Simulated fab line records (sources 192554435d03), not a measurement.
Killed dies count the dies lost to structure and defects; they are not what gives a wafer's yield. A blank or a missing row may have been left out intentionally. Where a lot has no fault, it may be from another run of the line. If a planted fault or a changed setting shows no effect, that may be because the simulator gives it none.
Matching of chambers    flow n5 finfet    rie diel-03 running N5_BEOL_M4_DESCUM_33: 4 sister chambers
The step chemistry O2, time 7 s. 16 wafers are shown with their chamber, then 8 later ones without.

== WAFERS PAIRED WITH THEIR CHAMBERS ==
wafer   chamber  showerhead plenum p Torr (Torr)  drypump motor current A (A)  oes product au (a.u.)
L077.2  0        2.02                             5.3                          0.73
L077.5  0        2.02                             5.3                          0.74
L077.6  2        2.22                             5.8                          0.92
L084.2  2        2.22                             5.7                          0.89
L084.3  1        2.14                             5.7                          0.98
L084.5  3        2.19                             6.6                          0.80
L085.2  2        2.21                             5.7                          0.89
L085.3  0        2.01                             5.3                          0.73
L085.4  1        2.14                             5.7                          0.98
L088.1  2        2.21                             5.7                          0.89
L088.5  0        2.01                             5.4                          0.72
L088.6  3        2.19                             6.6                          0.80
L089.2  0        2.01                             5.3                          0.72
L089.5  0        2.01                             5.3                          0.71
L089.6  1        2.14                             5.7                          0.96
L094.1  3        2.19                             6.6                          0.78

SIGNATURES (means of the wafers above)
reading                   chamber 0  chamber 1  chamber 2  chamber 3  scatter within a chamber
showerhead plenum p Torr  2.0133     2.1400     2.2150     2.1900     0.00441
drypump motor current A   5.317      5.700      5.725      6.600      0.0363
oes product au            0.7250     0.9733     0.8975     0.7933     0.0121
Rule: a wafer's distance from a chamber is the root of the sum, over the readings, of the square of ((its reading less the chamber's mean) divided by the reading's scatter). The wafer belongs to the nearest chamber; if the next one is less than 2 further off, it can't be placed. The scatter: the root of (the sum of the squares of (reading less its chamber's mean) over the shown wafers, divided by (wafers less chambers)).

== WAFERS WITHOUT THEIR CHAMBER ==
wafer   showerhead plenum p Torr (Torr)  drypump motor current A (A)  oes product au (a.u.)
L094.5  2.13                             5.7                          0.92
L094.6  2.00                             5.3                          0.71
L096.1  2.00                             5.3                          0.69
L096.2  2.21                             5.7                          0.84
L096.4  2.13                             5.7                          0.92
L097.2  2.18                             6.6                          0.77
L097.3  2.20                             5.7                          0.85
L097.5  2.13                             5.7                          0.89

== EACH ONE'S CHAMBER ==
wafer   from the rows above  in truth
L094.5  1                    1
L094.6  0                    0
L096.1  0                    0
L096.2  2                    2
L096.4  1                    1
L097.2  3                    3
L097.3  2                    2
L097.5  1                    1
Correct placement for 8 of the 8. Can't be placed from these rows: 0. Number placed wrongly: 0.
